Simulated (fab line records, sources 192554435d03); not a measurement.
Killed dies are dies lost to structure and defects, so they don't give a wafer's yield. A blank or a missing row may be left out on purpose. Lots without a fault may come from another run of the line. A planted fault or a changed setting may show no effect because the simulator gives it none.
fab line records | flow n5_finfet
record lots=7 wafers=39
route steps=1938 shown FIN_SAQP@96 SD_EPI_N@288 HKMG_FIN@448 MOL_CONTACT_COAG@581
start_h: hours from the record's first day to the start of the lot's first wafer shown | wait_h: hours since the lot's step before | " the same as in the row above | L1.1+2: a row that stands for several wafers | - no value, or no start given | * or withheld: withheld | < > ~ a bound
route shown NAME@n: a module of which the file shows steps, and the number in the route of the first | usual: mean/standard deviation of fault-free wafers | same: alike in all rows | chamber/n: place in a boat | sites: the reading at each site | _std_site: their standard deviation | _edge_site: outer sites' mean less inner sites' | radius_mm: how far each site lies from the wafer's centre | mask NAME#n: copy n | behind: the tool/chamber that last shaped the wafer | hold: why the lot was held/for how many hours/how that ended | device: the transistor (n, p or np) that didn't switch | end of line: the same wafers' tests at the end of the route | a step without rows: its recipe alone | killed: dies lost to structure and defects at the first sort, not the wafer's yield | map: a wafer's dies, x killed, . not, _ none there
set.NAME: the setting as run; set.NAME@STEP: as run at that earlier step | model.NAME: the simulator's own value behind a step, which no gauge read
lots whose settings were changed on purpose; a table a step, a row a wafer
## steps
# step N5_FIN_SAQP_HM_DEP_03
# recipe material=SiNx target_thk_a=380 temp_c=400 precursor=SiH4/NH3/N2 pressure_torr=1.5 rf_w=300 time_s=33.6
# columns lot.wafer tool chamber start_h wait_h set.time_s model.SiNx_of_FIN_SAQP_HM_DEP_03.thk_nm
L074.1 pecvd-04 2 20.85 0.2 21.19 23.91
L074.2 " 1 " " 33.6 37.79
L074.3 " 0 " " 21.19 23.17
L074.4 " 1 " " 33.6 37.97
L074.5 " 2 " " 33.6 37.85
L074.6 " 0 " " 21.19 23.89
L080.1 pecvd-02 0 57.57 0.2 39.87 44.58
L080.2 " 1 " " 33.6 37.52
L080.3 " 2 " " 39.87 45.32
L080.4 " 0 " " 33.6 37.4
L080.5 " 2 " " 33.6 38.21
L080.6 " 1 " " 39.87 45.49
L085.1 pecvd-04 2 88.47 0.2 53.53 60.12
L085.2 " 1 " " 33.6 37.46
L085.3 " 0 " " 53.53 59.83
L085.4 " 0 " " 33.6 38.3
L085.5 " 1 " " 53.53 60.27
L085.6 " 2 " " 33.6 38.15
L089.1 pecvd-02 1 110.93 0.2 33.6 37.62
L089.2 " 0 " " 33.6 38.16
L089.3 " 2 " " 33.6 37.81
L089.4 " 2 " " 33.6 38.35
L089.5 " 0 " " 33.6 38.02
L089.6 " 1 " " 33.6 38.74
L091.1 pecvd-01 0 123.21 0.2 33.6 37.99
L091.2 " 1 " " 33.6 37.46
L091.3 " 2 " " 21.39 24.39
L091.4 " 1 " " 21.39 24.63
L091.5 " 2 " " 33.6 38.36
L091.6 " 0 " " 21.39 24.91
L093.1 pecvd-04 0 134.81 0.2 33.6 37.54
L093.3 " 2 " " 33.6 37.29
L093.4 " 0 " " 33.6 38.21
L097.1 pecvd-04 1 158.88 0.3 19.39 21.9
L097.2 " 0 " " 33.6 38.02
L097.3 " 2 " " 33.6 37.62
L097.4 " 2 " " 19.39 21.75
L097.5 " 1 " " 19.39 21.95
L097.6 " 0 " " 33.6 38.87
# step N5_FIN_SAQP_THK_MEAS_05
# usual thk_nm=38.0/0.46
# columns lot.wafer tool chamber start_h wait_h set.time_s@FIN_SAQP_HM_DEP_03 thk_nm
L074.1 film_metro-02 - 20.94 0.1 21.19 23.9
L074.2 " - " " 33.6 37.8
L074.3 " - " " 21.19 23.2
L074.4 " - " " 33.6 38.0
L074.5 " - " " 33.6 37.8
L074.6 " - " " 21.19 23.8
L080.1 film_metro-01 - 57.66 0.1 39.87 44.6
L080.2 " - " " 33.6 37.5
L080.3 " - " " 39.87 45.3
L080.4 " - " " 33.6 37.4
L080.5 " - " " 33.6 38.2
L080.6 " - " " 39.87 45.4
L085.1 film_metro-02 - 88.56 0.1 53.53 60.1
L085.2 " - " " 33.6 37.5
L085.3 " - " " 53.53 59.8
L085.4 " - " " 33.6 38.3
L085.5 " - " " 53.53 60.3
L085.6 " - " " 33.6 38.1
L089.1 film_metro-01 - 111.02 0.1 33.6 37.6
L089.2 " - " " 33.6 38.1
L089.3 " - " " 33.6 37.8
L089.4 " - " " 33.6 38.3
L089.5 " - " " 33.6 38.0
L089.6 " - " " 33.6 38.7
L091.1 film_metro-01 - 123.30 0.1 33.6 38.0
L091.2 " - " " 33.6 37.5
L091.3 " - " " 21.39 24.4
L091.4 " - " " 21.39 24.6
L091.5 " - " " 33.6 38.4
L091.6 " - " " 21.39 24.9
L093.1 film_metro-01 - 134.89 0.1 33.6 37.5
L093.3 " - " " 33.6 37.3
L093.4 " - " " 33.6 38.2
L097.1 film_metro-01 - 158.96 0.1 19.39 21.9
L097.2 " - " " 33.6 38.0
L097.3 " - " " 33.6 37.6
L097.4 " - " " 19.39 21.8
L097.5 " - " " 19.39 21.9
L097.6 " - " " 33.6 38.9
# step N5_FIN_SAQP_PECVD_47
# recipe material=a-Si target_thk_a=450 temp_c=400 precursor=SiH4/He pressure_torr=3 rf_w=100 time_s=36.3
# step N5_FIN_SAQP_PECVD_48
# recipe material=SiNx target_thk_a=250 temp_c=400 precursor=SiH4/NH3/N2 pressure_torr=1.5 rf_w=300 time_s=22.1
# step N5_FIN_SAQP_MANDREL2_REMOVE_60
# recipe chemistry=HBr/Cl2/O2 bt_time_s=10 target=a-Si stop_on=SiNx endpoint=OES-SiCl over_etch_frac=1 icp_w=600 bias_w=22 HBr_flow_sccm=150 Cl2_flow_sccm=80 O2_flow_sccm=5 pressure_mtorr=10
# step N5_FIN_SAQP_HM_OPEN_33
# recipe chemistry=CH3F/O2 target=SiNx mask_material=SiO2 target_depth_a=494 time_s=70.6 pressure_mtorr=30 source_w=395 bias_w=73 Ar_flow_sccm=150 CH3F_flow_sccm=30 O2_flow_sccm=20 ion_energy_ev=120 ends=cleared
# usual etch_rf_on_time_s=69.6/1.1
# columns lot.wafer tool chamber start_h wait_h set.time_s@FIN_SAQP_HM_DEP_03 etch_rf_on_time_s model.etch.depth_nm
L074.1 rie_diel-02 1 26.47 0.0 21.19 43.9 23.28
L074.2 " 0 " " 33.6 70.4 37.14
L074.3 " 2 " " 21.19 41.5 22.48
L074.4 " 2 " " 33.6 69.3 37.35
L074.5 " 1 " " 33.6 70.6 37.23
L074.6 " 0 " " 21.19 44.1 23.26
L080.1 rie_diel-04 1 62.51 0.1 39.87 80.7 43.95
L080.2 " 3 " " 33.6 67.9 36.67
L080.3 " 0 " " 39.87 83.2 44.69
L080.4 " 0 " " 33.6 68.3 36.74
L080.5 " 3 " " 33.6 70.2 37.36
L080.6 " 1 " " 39.87 82.7 44.83
L085.1 rie_diel-04 3 98.82 0.0 53.53 112.7 59.49
L085.2 " 2 " " 33.6 67.6 36.83
L085.3 " 1 " " 53.53 111.3 59.17
L085.4 " 0 " " 33.6 70.4 37.6
L085.5 " 1 " " 53.53 112.4 59.62
L085.6 " 0 " " 33.6 71.1 37.53
L089.1 rie_diel-05 1 115.79 0.2 33.6 69.0 36.99
L089.2 " 3 " " 33.6 70.3 37.31
L089.3 " 2 " " 33.6 68.4 37.16
L089.4 " 3 " " 33.6 71.9 37.72
L089.5 " 1 " " 33.6 69.8 37.4
L089.6 " 2 " " 33.6 71.0 38.11
L091.1 rie_diel-05 0 128.02 0.1 33.6 68.6 37.14
L091.2 " 1 " " 33.6 68.1 36.83
L091.3 " 2 " " 21.39 43.7 23.76
L091.4 " 0 " " 21.39 44.5 23.97
L091.5 " 2 " " 33.6 69.1 37.71
L091.6 " 1 " " 21.39 44.4 24.06
L093.1 rie_diel-04 2 139.66 0.1 33.6 68.8 36.84
L093.3 " 1 " " 33.6 69.4 36.67
L093.4 " 3 " " 33.6 71.1 37.58
L097.1 rie_diel-05 3 163.77 0.0 19.39 39.7 21.27
L097.2 " 2 " " 33.6 68.5 37.36
L097.3 " 1 " " 33.6 68.4 36.99
L097.4 " 0 " " 19.39 38.1 20.9
L097.5 " 2 " " 19.39 38.9 21.1
L097.6 " 1 " " 33.6 70.4 38.25
# step N5_SD_EPI_N_EPI_21
# recipe material=Si:P dopant=P temp_c=680 pressure_torr=255 time_s=690
# columns lot.wafer tool chamber start_h wait_h set.time_s model.Si-P_of_SD_EPI_N_EPI_21.thk_nm
L074.1 epi_rpcvd-03 0 52.03 0.2 690 59.8
L074.2 " 0 " " 690 59
L074.3 " 0 " " 690 58.8
L074.4 " 0 " " 388.2 36.2
L074.5 " 0 " " 388.2 35.4
L074.6 " 0 " " 388.2 36
L080.1+2 epi_rpcvd-02 0 86.43 0.1 690 60
L080.3 " 0 " " 690 60.2
L080.4+6 " 0 " " 690 60.6
L080.5 " 0 " " 690 59.4
L085.1+4+5 epi_rpcvd-01 0 125.07 0.2 690 59.4
L085.2 " 0 " " 690 59
L085.3 " 0 " " 690 58.8
L085.6 " 0 126.94 1.9 690 59.6
L089.1 epi_rpcvd-02 0 141.73 0.1 690 60.2
L089.2 " 0 " " 690 59.4
L089.3+5 " 0 " " 690 59.2
L089.4 " 0 " " 690 59.6
L089.6 " 0 " " 690 59.8
L091.1+3+4 epi_rpcvd-03 0 154.20 0.2 690 59
L091.2 " 0 " " 690 59.2
L091.5 " 0 155.69 1.5 690 58.8
L091.6 " 0 " " 690 59.4
L093.1+3+4 epi_rpcvd-03 0 164.62 0.1 690 59
L097.1 epi_rpcvd-03 0 189.39 0.1 690 57.6
L097.2 " 0 " " 426.9 38.6
L097.3 " 0 " " 690 57.2
L097.4 " 0 " " 690 58.2
L097.5 " 0 " " 426.9 39
L097.6 " 0 " " 426.9 38.8
# step N5_SD_EPI_N_EPI_MEAS_23
# recipe mode=xrd
# usual thk_nm=59.0/1.3
# columns lot.wafer tool chamber start_h wait_h set.time_s@SD_EPI_N_EPI_21 thk_nm
L074.1 film_metro-01 - 54.30 1.9 690 59.7
L074.2 " - " " 690 59.3
L074.3 " - " " 690 59.3
L074.4 " - " " 388.2 35.5
L074.5 " - " " 388.2 37.2
L074.6 " - " " 388.2 35.6
L080.1 film_metro-01 - 88.15 1.4 690 59.6
L080.2 " - " " 690 63.0
L080.3 " - " " 690 60.8
L080.4 " - " " 690 60.3
L080.5 " - " " 690 58.0
L080.6 " - " " 690 60.9
L085.1 film_metro-01 - 127.35 1.9 690 57.8
L085.2 " - " " 690 59.5
L085.3 " - " " 690 58.0
L085.4 " - " " 690 57.5
L085.5 " - " " 690 60.3
L085.6 " - " " 690 59.7
L089.1 film_metro-02 - 143.44 1.4 690 60.7
L089.2 " - " " 690 60.2
L089.3 " - " " 690 58.6
L089.4 " - " " 690 59.9
L089.5 " - " " 690 60.5
L089.6 " - " " 690 59.7
L091.1 film_metro-01 - 156.47 1.9 690 59.8
L091.2 " - " " 690 58.2
L091.3 " - " " 690 59.3
L091.4 " - " " 690 59.7
L091.5 " - " " 690 58.3
L091.6 " - " " 690 60.1
L093.1 film_metro-01 - 166.33 1.4 690 59.1
L093.3 " - " " 690 57.4
L093.4 " - " " 690 58.9
L097.1 film_metro-02 - 191.10 1.4 690 58.4
L097.2 " - " " 426.9 39.1
L097.3 " - " " 690 56.1
L097.4 " - " " 690 57.1
L097.5 " - " " 426.9 38.7
L097.6 " - " " 426.9 40.1
# step N5_SD_EPI_N_PRECLEAN_24
# recipe chemistry=O3/DIW time_s=60 temp_c=22 o3_ppm=10
# columns lot.wafer tool chamber start_h wait_h set.time_s@SD_EPI_N_EPI_21 model.Si-P_of_SD_EPI_N_EPI_21.thk_nm
L074.1 wet_bench-01 0 54.34 0.0 690 59.2
L074.2 " 7 " " 690 58.6
L074.3 " 6 " " 690 58.4
L074.4 " 1 " " 388.2 36
L074.5 " 5 " " 388.2 35.2
L074.6 " 4 " " 388.2 35.8
L080.1+2 wet_bench-05 1,3 88.19 0.0 690 59.6
L080.3 " 2 " " 690 59.8
L080.4+6 " 7,4 " " 690 60.2
L080.5 " 0 " " 690 59
L085.1+4+5 wet_bench-05 5,4,6 127.38 0.0 690 59
L085.2 " 0 " " 690 58.6
L085.3 " 3 " " 690 58.4
L085.6 " 7 " " 690 59.2
L089.1 wet_bench-06 0 143.48 0.0 690 59.8
L089.2 " 4 " " 690 59
L089.3+5 " 6,7 " " 690 58.8
L089.4 " 5 " " 690 59.2
L089.6 " 1 " " 690 59.4
L091.1+3+4 wet_bench-06 2,3,0 156.51 0.0 690 58.6
L091.2 " 7 " " 690 58.8
L091.5 " 4 " " 690 58.4
L091.6 " 1 " " 690 59
L093.1+3+4 wet_bench-01 7,1,0 166.37 0.0 690 58.6
L097.1 wet_bench-01 5 191.14 0.0 690 57.2
L097.2+6 " 6,7 " " 426.9 38.4
L097.3 " 3 " " 690 57
L097.4 " 4 " " 690 57.8
L097.5 " 0 " " 426.9 38.8
# step N5_HKMG_FIN_NWFM_ALD_20
# recipe material=TiAlC target_thk_a=20 temp_c=300 ald_precursor_family=TiCl4 ald_co_reactant=TEA pulse_time_s=3 purge_time_s=2 co_reactant_purge_time_s=2 co_reactant_pulse_time_s=10 ald_cycles=7 pressure_torr=3
# columns lot.wafer tool chamber start_h wait_h set.ald_cycles model.TiAlC_of_HKMG_FIN_NWFM_ALD_20.thk_nm
L074.1+2+5 ald_metal-03 0,1,1 80.57 0.3 8 2.2
L074.3+4+6 " 3,2,0 " " 7 2
L080.1+3+4 ald_metal-01 2,1,3 116.73 0.3 10 2.8
L080.2+5+6 " 0,1,0 " " 7 2
L085.1+2+6 ald_metal-01 1,0,1 151.87 0.3 7 2
L085.3+4+5 " 3,2,2 " " 8 2.2
L089.1+3+5 ald_metal-01 0,1,1 169.80 0.3 7 2
L089.2+4+6 " 3,2,2 " " 10 2.8
L091.1+2+3+4+5+6 ald_metal-03 0,3,1,2,1,2 181.07 0.3 7 2
L093.1+3+4 ald_metal-02 2,1,3 190.82 0.3 7 2
L097.1+2+3+4+5+6 ald_metal-03 0,1,3,2,3,2 216.37 0.3 7 2
# step N5_MOL_CONTACT_COAG_ETCH_91
# recipe chemistry=N2/H2 target=SOC target_depth_a=600 overetch_a=210 mask_material=SiARC temp_c=40 time_s=101.2 ion_energy_ev=200 pressure_mtorr=30 source_w=840 bias_w=150 n2_flow_sccm=200 h2_flow_sccm=200
# columns lot.wafer tool chamber start_h wait_h set.target_depth_a model.SiARC_of_MOL_CONTACT_COAG_COAT_76.thk_nm
L074.1+4+6 rie_diel-02 0,3,0 107.88 0.0 435.9 6.8
L074.2+3 " 2,1 " " 600 6
L074.5 " 3 " " 600 5.8
L080.1+4 rie_diel-02 3,0 137.83 0.0 354.6 7
L080.2+3+6 " 1,2,2 " " 600 5.8
L080.5 " 1 " " 354.6 7.2
L085.1+5+6 rie_diel-02 1,1,0 173.26 0.0 925.6 4.2
L085.2+3+4 " 3,2,0 " " 600 5.8
L089.1+5 rie_diel-02 0 193.43 0.0 600 5.8
L089.2+3+4+6 " 2,1,3,3 " " 600 6
L091.1+6 rie_diel-02 2,1 205.11 0.0 832.5 4.8
L091.2+3+4 " 3,0,1 " " 600 6
L091.5 " 0 " " 832.5 4.6
L093.1+3+4 rie_diel-02 3,2,0 213.64 0.0 600 5.8
L097.1+2+4+6 rie_diel-02 3,2,1,2 239.75 0.0 600 6
L097.3+5 " 0,3 " " 600 5.8
# step N5_MOL_CONTACT_COAG_ALD_133
# recipe material=SiO2 target_thk_a=50 temp_c=100 ald_precursor_family=BDEAS ald_co_reactant=O2-plasma pulse_time_s=1 co_reactant_pulse_time_s=1 purge_time_s=2 co_reactant_purge_time_s=2 ald_cycles=35 pressure_torr=2
# columns lot.wafer tool chamber start_h wait_h set.ald_cycles model.SiO2_of_MOL_CONTACT_COAG_ALD_133.thk_nm
L074.1+2+3+4+5+6 ald_sin-03 0,3,2,1,3,0 109.06 0.1 35 5
L080.1+2+5 ald_sin-03 3,2,2 139.34 0.3 26 3.8
L080.3+4+6 " 1,0,3 " " 35 5
L085.1+2+3 ald_sin-02 0,3,2 174.46 0.1 35 5
L085.4+5+6 " 1,0,1 " " 23 3.2
L089.1+2+4 ald_sin-01 2,1,1 194.63 0.1 35 5
L089.3+5+6 " 3,3,2 " " 53 7.6
L091.1+2+6 ald_sin-01 1,2,0 206.25 0.1 35 5
L091.3+4+5 " 3,0,3 " " 44 6.4
L093.1+3+4 ald_sin-02 3,0,2 215.41 0.1 35 5
L097.1+5+6 ald_sin-02 2,3,2 241.27 0.4 35 5
L097.2+3+4 " 3,0,1 " " 18 2.6
## key
split step=N5_FIN_SAQP_HM_DEP_03 setting=time_s stated=33.6 by=wafer
response step=N5_FIN_SAQP_HM_DEP_03 reading=model.SiNx_of_FIN_SAQP_HM_DEP_03.thk_nm change=+0.377 per=1% r=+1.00
response step=N5_FIN_SAQP_THK_MEAS_05 reading=thk_nm change=* per=1% r=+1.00
response step=N5_FIN_SAQP_HM_OPEN_33 reading=etch_rf_on_time_s change=* per=1% r=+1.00
response step=N5_FIN_SAQP_HM_OPEN_33 reading=model.etch.depth_nm change=+0.379 per=1% r=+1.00
split step=N5_SD_EPI_N_EPI_21 setting=time_s stated=690 by=wafer
response step=N5_SD_EPI_N_EPI_21 reading=model.Si-P_of_SD_EPI_N_EPI_21.thk_nm change=+0.517 per=1% r=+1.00
response step=N5_SD_EPI_N_EPI_MEAS_23 reading=thk_nm change=* per=1% r=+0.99
response step=N5_SD_EPI_N_PRECLEAN_24 reading=model.Si-P_of_SD_EPI_N_EPI_21.thk_nm change=+0.513 per=1% r=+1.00
split step=N5_HKMG_FIN_NWFM_ALD_20 setting=ald_cycles stated=7 by=wafer
response step=N5_HKMG_FIN_NWFM_ALD_20 reading=model.TiAlC_of_HKMG_FIN_NWFM_ALD_20.thk_nm change=+0.0182 per=1% r=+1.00
split step=N5_MOL_CONTACT_COAG_ETCH_91 setting=target_depth_a stated=600 by=wafer
response step=N5_MOL_CONTACT_COAG_ETCH_91 reading=model.SiARC_of_MOL_CONTACT_COAG_COAT_76.thk_nm change=-0.0308 per=1% r=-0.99
split step=N5_MOL_CONTACT_COAG_ALD_133 setting=ald_cycles stated=35 by=wafer
response step=N5_MOL_CONTACT_COAG_ALD_133 reading=model.SiO2_of_MOL_CONTACT_COAG_ALD_133.thk_nm change=+0.0505 per=1% r=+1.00
